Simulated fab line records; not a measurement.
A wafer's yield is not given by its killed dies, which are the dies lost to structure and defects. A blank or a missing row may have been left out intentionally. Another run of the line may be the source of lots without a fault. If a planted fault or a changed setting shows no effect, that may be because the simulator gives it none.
The tool behind it: which one?	flow nandHarc	66 wafers from 22 lots sampled at 6 of the route's 1302 steps

== WHAT THE GAUGES READ, wafer by wafer ==
No reading from a measuring or inspecting step in the record can be judged against a usual standard deviation.

== WHICH TOOL RAN EACH LOT (tool, then ch and the chambers of the sampled wafers, then the start) ==
lot	NHARC_A_STAIRCASE_TRIM_226	NHARC_A_STAIRCASE_TRIM_229	NHARC_A_STAIRCASE_ETCH_230	NHARC_A_STAIRCASE_ETCH_271	NHARC_A_STAIRCASE_HM_OPEN_457	NHARC_A_STAIRCASE_DEP_301
L074	rieDiel-05 ch 0,2, day 16 08:02 or earlier	rieDiel-05 ch 1,2,3, day 16 08:02	rieDiel-05 ch 1,2, day 16 16:50 or earlier	rieDiel-10 ch 1,2,3, day 16 16:50	rieDiel-10 ch 0,1, day 17 02:57 or earlier	pecvd-01 ch 0,1,2, day 17 02:57
L075	rieDiel-10 ch 0,2,3, day 16 08:05 or earlier	rieDiel-10 ch 1,2,3, day 16 08:05	rieDiel-10 ch 1,3, day 16 17:32 or earlier	rieDiel-01 ch 0,1,3, day 16 17:32	rieDiel-01 ch 0,1,3, day 17 04:32 or earlier	pecvd-04 ch 0,1,2, day 17 04:32
L076	rieDiel-10 ch 0,1,3, day 16 20:49 or earlier	rieDiel-01 ch 1,2,3, day 16 20:49	rieDiel-01 ch 0,1,2, day 17 03:50 or earlier	rieDiel-05 ch 0,2,3, day 17 03:50	rieDiel-05 ch 1,2,3, day 17 18:47 or earlier	pecvd-01 ch 0,1,2, day 17 18:47
L077	rieDiel-10 ch 0,3, day 17 07:17 or earlier	rieDiel-01 ch 0,3, day 17 07:17	rieDiel-01 ch 0,1,3, day 17 13:56 or earlier	rieDiel-01 ch 0,2,3, day 17 13:56	rieDiel-01 ch 1,2,3, day 18 06:38 or earlier	pecvd-04 ch 0,2, day 18 06:38
L078	rieDiel-05 ch 2,3, day 17 19:49 or earlier	rieDiel-05 ch 0,1,3, day 17 19:49	rieDiel-05 ch 2,3, day 18 06:40 or earlier	rieDiel-10 ch 1,2,3, day 18 06:40	rieDiel-10 ch 1,2,3, day 18 16:50 or earlier	pecvd-01 ch 0,1,2, day 18 16:50
L079	rieDiel-01 ch 0,1, day 17 20:06 or earlier	rieDiel-01 ch 0,3, day 17 20:06	rieDiel-01 ch 1,2, day 18 07:10 or earlier	rieDiel-01 ch 0,1,3, day 18 07:10	rieDiel-01 ch 0,1,2, day 18 17:47 or earlier	pecvd-01 ch 0,1,2, day 18 17:47
L080	rieDiel-05 ch 1,3, day 18 12:46 or earlier	rieDiel-05 ch 0,2,3, day 18 12:46	rieDiel-05 ch 0,1,2, day 18 20:41 or earlier	rieDiel-05 ch 0,2, day 18 20:41	rieDiel-05 ch 0,2,3, day 19 15:38 or earlier	pecvd-02 ch 1,2, day 19 15:38
L081	rieDiel-05 ch 0,1,3, day 18 17:38 or earlier	rieDiel-01 ch 0,2,3, day 18 17:38	rieDiel-01 ch 0,3, day 19 05:28 or earlier	rieDiel-10 ch 0,2,3, day 19 05:28	rieDiel-10 ch 0,2,3, day 19 16:23 or earlier	pecvd-02 ch 0,1, day 19 16:23
L082	rieDiel-10 ch 1,2,3, day 19 15:17 or earlier	rieDiel-05 ch 0,1,2, day 19 15:17	rieDiel-05 ch 1,2,3, day 19 21:47 or earlier	rieDiel-10 ch 0,1,2, day 19 21:47	rieDiel-10 ch 0,1,2, day 20 10:59 or earlier	pecvd-02 ch 1,2, day 20 10:59
L083	rieDiel-05 ch 0,1,3, day 19 21:46 or earlier	rieDiel-01 ch 1,2, day 19 21:46	rieDiel-01 ch 0,2,3, day 20 08:02 or earlier	rieDiel-10 ch 0,1,2, day 20 08:02	rieDiel-10 ch 0,1,3, day 20 22:42 or earlier	pecvd-04 ch 0,2, day 20 22:42
L084	rieDiel-01 ch 0,2, day 20 14:22 or earlier	rieDiel-05 ch 0,2,3, day 20 14:22	rieDiel-05 ch 0,2, day 20 22:22 or earlier	rieDiel-05 ch 0,3, day 20 22:22	rieDiel-05 ch 2,3, day 21 08:52 or earlier	pecvd-04 ch 0,1, day 21 08:52
L086	rieDiel-05 ch 0,2,3, day 20 18:04 or earlier	rieDiel-01 ch 0,2,3, day 20 18:04	rieDiel-01 ch 0,1,2, day 21 00:37 or earlier	rieDiel-01 ch 0,1,2, day 21 00:37	rieDiel-01 ch 0,1,2, day 21 20:23 or earlier	pecvd-02 ch 0,1,2, day 21 20:23
L087	rieDiel-01 ch 0,1,3, day 21 07:10 or earlier	rieDiel-05 ch 0,1, day 21 07:10	rieDiel-05 ch 0,1,3, day 21 20:30 or earlier	rieDiel-01 ch 0,1, day 21 20:30	rieDiel-01 ch 1,2,3, day 22 06:46 or earlier	pecvd-04 ch 0,1,2, day 22 06:46
L089	rieDiel-10 ch 2,3, day 22 00:31 or earlier	rieDiel-01 ch 1,2, day 22 00:31	rieDiel-01 ch 1,2, day 22 07:02 or earlier	rieDiel-05 ch 0,1,3, day 22 07:02	rieDiel-05 ch 0,1,3, day 22 19:36 or earlier	pecvd-02 ch 1,2, day 22 19:36
L088	rieDiel-05 ch 0,2,3, day 22 06:26 or earlier	rieDiel-10 ch 1,2,3, day 22 06:26	rieDiel-10 ch 0,1,2, day 22 14:10 or earlier	rieDiel-05 ch 0,1,2, day 22 14:10	rieDiel-05 ch 0,1,2, day 23 00:51 or earlier	pecvd-04 ch 0,1,2, day 23 00:51
L091	rieDiel-10 ch 1,2, day 23 03:29 or earlier	rieDiel-01 ch 1,2,3, day 23 03:29	rieDiel-01 ch 0,2, day 23 10:28 or earlier	rieDiel-05 ch 0,1,3, day 23 10:28	rieDiel-05 ch 0,2,3, day 23 20:22 or earlier	pecvd-01 ch 0,2, day 23 20:22
L090	rieDiel-01 ch 0,2, day 23 03:56 or earlier	rieDiel-05 ch 1,2, day 23 03:56	rieDiel-05 ch 0,1,2, day 23 10:26 or earlier	rieDiel-10 ch 0,1,2, day 23 10:26	rieDiel-10 ch 1,2,3, day 24 00:22 or earlier	pecvd-02 ch 0,1,2, day 24 00:22
L095	rieDiel-05 ch 0,1,3, day 24 11:18 or earlier	rieDiel-05 ch 0,2,3, day 24 11:18	rieDiel-05 ch 1,2, day 24 20:55 or earlier	rieDiel-01 ch 0,2, day 24 20:55	rieDiel-01 ch 0,2,3, day 25 08:40 or earlier	pecvd-04 ch 0,1,2, day 25 08:40
L094	rieDiel-05 ch 2,3, day 24 14:28 or earlier	rieDiel-05 ch 2,3, day 24 14:28	rieDiel-05 ch 0,3, day 24 22:28 or earlier	rieDiel-10 ch 1,3, day 24 22:28	rieDiel-10 ch 0,1, day 25 10:07 or earlier	pecvd-02 ch 0,1,2, day 25 10:07
L093	rieDiel-01 ch 0,1,2, day 24 17:09 or earlier	rieDiel-05 ch 1,2,3, day 24 17:09	rieDiel-05 ch 2,3, day 24 23:45 or earlier	rieDiel-01 ch 0,1,2, day 24 23:45	rieDiel-01 ch 0,1, day 25 10:31 or earlier	pecvd-01 ch 0,1,2, day 25 10:31
L096	rieDiel-05 ch 1,2,3, day 24 17:13 or earlier	rieDiel-01 ch 0,3, day 24 17:13	rieDiel-01 ch 0,1, day 25 00:43 or earlier	rieDiel-10 ch 1,2,3, day 25 00:43	rieDiel-10 ch 1,3, day 25 12:03 or earlier	pecvd-02 ch 0,1,2, day 25 12:03
L097	rieDiel-01 ch 0,1,2, day 26 01:16 or earlier	rieDiel-01 ch 0,2,3, day 26 01:16	rieDiel-01 ch 0,1,3, day 26 09:35 or earlier	rieDiel-01 ch 1,2,3, day 26 09:35	rieDiel-01 ch 0,2,3, day 27 01:28 or earlier	pecvd-01 ch 1,2, day 27 01:28
- NHARC_A_STAIRCASE_TRIM_226: chemistry O2, time 211.2 s.
- NHARC_A_STAIRCASE_TRIM_229: chemistry O2, time 211.2 s.
- NHARC_A_STAIRCASE_ETCH_230: etches the open film in C4F8/O2, target depth 100 nm, time 40.5 s.
- NHARC_A_STAIRCASE_ETCH_271: etches the open film in CF4/CHF3.
- NHARC_A_STAIRCASE_HM_OPEN_457: chemistry O2/COS.
- NHARC_A_STAIRCASE_DEP_301: deposits SiON, target thk 30 nm.

== AS READ BY THE TOOLS THEMSELVES (means over the sampled wafers that have a number; for cases with no such wafer, the mark the record gives instead) ==
NHARC_A_STAIRCASE_TRIM_226.
lot	tool	drypumpMotorCurrentA (A)	oesProductAu (a.u.)	rfVppV (V)	showerheadPlenumPTorr (Torr)	throttleValvePct (%)
L074	rieDiel-05	5.0	1.002	58.2	3.68	17.036
L075	rieDiel-10	5.6	1.010	58.0	3.57	17.034
L076	rieDiel-10	5.7	0.994	58.5	3.53	17.036
L077	rieDiel-10	5.5	1.003	58.2	3.47	17.038
L078	rieDiel-05	5.2	1.006	58.0	3.51	17.040
L079	rieDiel-01	5.7	1.005	58.5	3.64	17.036
L080	rieDiel-05	5.6	1.003	57.9	3.38	17.042
L081	rieDiel-05	5.6	1.001	57.2	3.44	17.031
L082	rieDiel-10	6.1	1.004	58.0	3.57	17.048
L083	rieDiel-05	5.6	1.006	58.2	3.44	17.036
L084	rieDiel-01	5.5	1.008	57.8	3.55	17.029
L086	rieDiel-05	5.2	1.001	58.0	3.56	17.028
L087	rieDiel-01	5.8	1.000	57.5	3.62	17.037
L089	rieDiel-10	5.9	1.004	57.7	3.50	17.031
L088	rieDiel-05	5.1	0.999	58.2	3.56	17.033
L091	rieDiel-10	6.0	0.991	57.4	3.65	17.036
L090	rieDiel-01	5.5	1.006	58.0	3.55	17.035
L095	rieDiel-05	5.6	1.007	57.3	3.42	17.030
L094	rieDiel-05	5.2	0.995	57.9	3.49	17.030
L093	rieDiel-01	5.7	0.995	58.5	3.60	17.044
L096	rieDiel-05	5.4	1.002	57.8	3.46	17.036
L097	rieDiel-01	5.7	0.992	57.9	3.59	17.035

NHARC_A_STAIRCASE_TRIM_229.
lot	tool	drypumpMotorCurrentA (A)	oesProductAu (a.u.)	rfVppV (V)	showerheadPlenumPTorr (Torr)	throttleValvePct (%)
L074	rieDiel-05	5.4	1.002	57.8	3.49	17.043
L075	rieDiel-10	6.1	0.995	58.0	3.59	17.035
L076	rieDiel-01	5.9	0.999	58.3	3.63	17.039
L077	rieDiel-01	5.7	0.999	57.0	3.59	17.035
L078	rieDiel-05	5.6	1.003	57.8	3.45	17.035
L079	rieDiel-01	5.6	1.004	57.4	3.59	17.034
L080	rieDiel-05	5.2	1.005	56.8	3.57	17.036
L081	rieDiel-01	5.7	1.005	57.2	3.57	17.034
L082	rieDiel-05	5.4	1.003	58.0	3.54	17.033
L083	rieDiel-01	5.9	0.998	58.9	3.68	17.040
L084	rieDiel-05	5.2	0.996	57.2	3.56	17.036
L086	rieDiel-01	5.6	1.009	57.3	3.56	17.040
L087	rieDiel-05	5.8	1.001	57.9	3.41	17.036
L089	rieDiel-01	5.9	0.999	59.1	3.66	17.039
L088	rieDiel-10	6.0	1.005	57.9	3.56	17.034
L091	rieDiel-01	5.8	1.010	58.6	3.61	17.032
L090	rieDiel-05	5.7	0.997	58.7	3.44	17.042
L095	rieDiel-05	5.1	1.006	57.6	3.55	17.037
L094	rieDiel-05	5.2	0.994	57.8	3.49	17.044
L093	rieDiel-05	5.5	0.994	58.1	3.46	17.036
L096	rieDiel-01	5.8	0.997	57.8	3.56	17.032
L097	rieDiel-01	5.6	0.999	57.9	3.54	17.042

NHARC_A_STAIRCASE_ETCH_230.
lot	tool	oesProductAu (a.u.)	rfVppV (V)
L074	rieDiel-05	0.937	894
L075	rieDiel-10	0.939	894
L076	rieDiel-01	0.973	899
L077	rieDiel-01	0.952	899
L078	rieDiel-05	0.954	895
L079	rieDiel-01	0.949	902
L080	rieDiel-05	0.946	897
L081	rieDiel-01	0.962	898
L082	rieDiel-05	0.966	895
L083	rieDiel-01	0.980	897
L084	rieDiel-05	0.924	899
L086	rieDiel-01	0.927	899
L087	rieDiel-05	0.967	893
L089	rieDiel-01	0.965	901
L088	rieDiel-10	0.969	899
L091	rieDiel-01	0.960	896
L090	rieDiel-05	0.981	896
L095	rieDiel-05	0.943	898
L094	rieDiel-05	0.948	892
L093	rieDiel-05	0.924	898
L096	rieDiel-01	0.965	901
L097	rieDiel-01	0.941	900

NHARC_A_STAIRCASE_ETCH_271.
lot	tool	chf3FlowSccm (sccm)	drypumpMotorCurrentA (A)	oesProductAu (a.u.)	rfVppV (V)	showerheadPlenumPTorr (Torr)	throttleValvePct (%)
L074	rieDiel-10	30.01	6.0	0.920	371.2	1.60	16.802
L075	rieDiel-01	30.01	5.8	0.979	372.4	1.62	16.806
L076	rieDiel-05	30.02	5.2	0.924	371.6	1.59	16.801
L077	rieDiel-01	30.10	5.6	0.970	371.0	1.60	16.809
L078	rieDiel-10	29.96	6.0	0.946	370.9	1.60	16.804
L079	rieDiel-01	29.98	5.8	0.937	372.1	1.62	16.797
L080	rieDiel-05	30.03	5.0	0.955	372.9	1.64	16.792
L081	rieDiel-10	30.01	5.6	0.982	371.5	1.59	16.808
L082	rieDiel-10	30.03	5.7	0.925	372.2	1.62	16.796
L083	rieDiel-10	30.01	5.7	0.939	372.6	1.61	16.808
L084	rieDiel-05	30.07	5.3	0.969	369.8	1.55	16.795
L086	rieDiel-01	29.94	5.7	0.982	371.6	1.61	16.801
L087	rieDiel-01	29.99	5.9	0.923	373.2	1.64	16.800
L089	rieDiel-05	29.96	5.5	0.982	368.7	1.53	16.797
L088	rieDiel-05	29.98	5.4	0.927	370.7	1.58	16.800
L091	rieDiel-05	30.07	5.5	0.927	368.9	1.53	16.797
L090	rieDiel-10	29.94	5.8	0.971	371.4	1.61	16.793
L095	rieDiel-01	29.97	5.5	0.971	371.4	1.58	16.798
L094	rieDiel-10	30.08	6.1	0.971	369.0	1.54	16.810
L093	rieDiel-01	30.03	5.7	0.972	371.3	1.61	16.802
L096	rieDiel-10	30.00	6.0	0.937	370.2	1.58	16.798
L097	rieDiel-01	30.01	5.8	0.966	371.2	1.60	16.795

NHARC_A_STAIRCASE_HM_OPEN_457.
lot	tool	cosFlowSccm (sccm)	drypumpMotorCurrentA (A)	oesProductAu (a.u.)	rfVppV (V)	showerheadPlenumPTorr (Torr)	throttleValvePct (%)
L074	rieDiel-10	19.98	5.5	1.006	468.5	3.17	28.323
L075	rieDiel-01	19.99	5.8	1.005	469.3	3.23	28.343
L076	rieDiel-05	20.02	5.4	1.002	466.5	3.09	28.329
L077	rieDiel-01	20.08	5.8	0.995	469.8	3.22	28.330
L078	rieDiel-10	20.04	6.0	0.999	467.7	3.17	28.329
L079	rieDiel-01	20.04	5.7	1.000	468.6	3.21	28.325
L080	rieDiel-05	20.03	5.2	1.000	468.1	3.16	28.330
L081	rieDiel-10	20.03	5.6	1.010	467.4	3.15	28.318
L082	rieDiel-10	20.03	5.8	1.008	468.7	3.21	28.330
L083	rieDiel-10	20.02	5.8	1.006	467.0	3.12	28.331
L084	rieDiel-05	20.06	5.2	1.011	467.2	3.10	28.331
L086	rieDiel-01	19.99	5.7	1.007	469.1	3.20	28.329
L087	rieDiel-01	19.97	5.9	1.010	469.2	3.20	28.331
L089	rieDiel-05	19.99	5.6	1.002	465.0	3.04	28.334
L088	rieDiel-05	20.00	5.4	1.003	467.5	3.13	28.325
L091	rieDiel-05	19.99	5.2	0.996	467.7	3.14	28.330
L090	rieDiel-10	19.98	6.1	1.004	467.9	3.15	28.328
L095	rieDiel-01	20.05	5.6	1.000	468.1	3.14	28.323
L094	rieDiel-10	20.04	5.5	1.012	467.6	3.14	28.336
L093	rieDiel-01	19.98	5.9	1.001	469.9	3.24	28.326
L096	rieDiel-10	19.93	6.1	1.013	466.0	3.05	28.325
L097	rieDiel-01	20.01	5.6	0.996	468.0	3.13	28.331

NHARC_A_STAIRCASE_DEP_301.
lot	tool	heaterPowerOuterW (W)	heaterPowerW (W)
L074	pecvd-01	457	697
L075	pecvd-04	421	690
L076	pecvd-01	439	676
L077	pecvd-04	398	677
L078	pecvd-01	477	729
L079	pecvd-01	437	679
L080	pecvd-02	398	689
L081	pecvd-02	480	857
L082	pecvd-02	420	739
L083	pecvd-04	475	766
L084	pecvd-04	452	732
L086	pecvd-02	501	844
L087	pecvd-04	416	686
L089	pecvd-02	404	701
L088	pecvd-04	453	731
L091	pecvd-01	422	642
L090	pecvd-02	494	855
L095	pecvd-04	422	697
L094	pecvd-02	501	860
L093	pecvd-01	491	729
L096	pecvd-02	505	863
L097	pecvd-01	457	690

== THE ANSWER, worked out from the rows above alone ==
Rule: the lots themselves supply what counts as usual. Put in order of their means at a reading, lots are off if they are a third of the lots or fewer, leave a main group of 4 or more, and stand apart from it by a gap of 3 or more times the standard deviation of the main group's means; of several such gaps the widest counts. A main group is skipped when, at the precision printed for the reading in the tables above, its means are all equal. A lot without any number at a reading at which 4 lots or more have one is off too. All remaining lots with rows at the step are treated as sound. After the gauges, taken in route order, come the tools' own readings; for these a lot's mean is taken, as printed above. At the first step where some lot is off, the reading lying furthest off is the one used; lots without a number count as furthest.
None of the lots is off at any reading shown; this tells nothing.

== WHAT WAS PUT IN BY THE SIMULATOR ==
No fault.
